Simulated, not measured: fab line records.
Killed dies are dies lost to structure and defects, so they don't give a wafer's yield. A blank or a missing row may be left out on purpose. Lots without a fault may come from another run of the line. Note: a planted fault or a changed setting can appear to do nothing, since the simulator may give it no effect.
Chamber matching -- flow n5_finfet -- 3 sister chambers for N5_BEOL_M3_PRE_CLEAN_60 on cvd_co-01
The step time 15 s. 3 wafers are shown with their chamber, then 12 later ones without.

## EACH WAFER AND ITS CHAMBER
wafer,chamber,heater_power_w (W)
L093.2,1,88
L093.5,0,96
L093.6,2,80

## WAFERS WITHOUT THEIR CHAMBER
wafer,heater_power_w (W)
L096.2,88
L096.4,90
L096.6,94
L092.3,81
L092.5,82
L092.6,94
L095.1,89
L095.3,96
L095.4,80
L097.1,83
L097.5,79
L097.6,89

## THE CHAMBER EACH PASSED THROUGH
wafer,from the rows above,in truth
L096.2,1,1
L096.4,1,1
L096.6,0,0
L092.3,2,2
L092.5,2,2
L092.6,0,0
L095.1,1,1
L095.3,0,0
L095.4,2,2
L097.1,can't be placed: 2 or 1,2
L097.5,2,2
L097.6,1,1
Correctly placed: 11 of 12. Not placeable from these rows: 1 (in 1, the candidates include the true chamber). Number placed wrongly: 0.
How it was worked out, from the rows above alone: a wafer's distance from a chamber is the root of the sum, over the readings, of the square of ((its reading less the chamber's mean) divided by the reading's scatter). If the next closest chamber is less than 2 further off than the closest, the wafer can't be placed; otherwise it belongs to the closest. For every chamber, the mean is computed from those of its wafers that are shown. The scatter: with one shown wafer a chamber, the root of the mean of the squares of how far each hidden wafer lies from its nearest shown one.
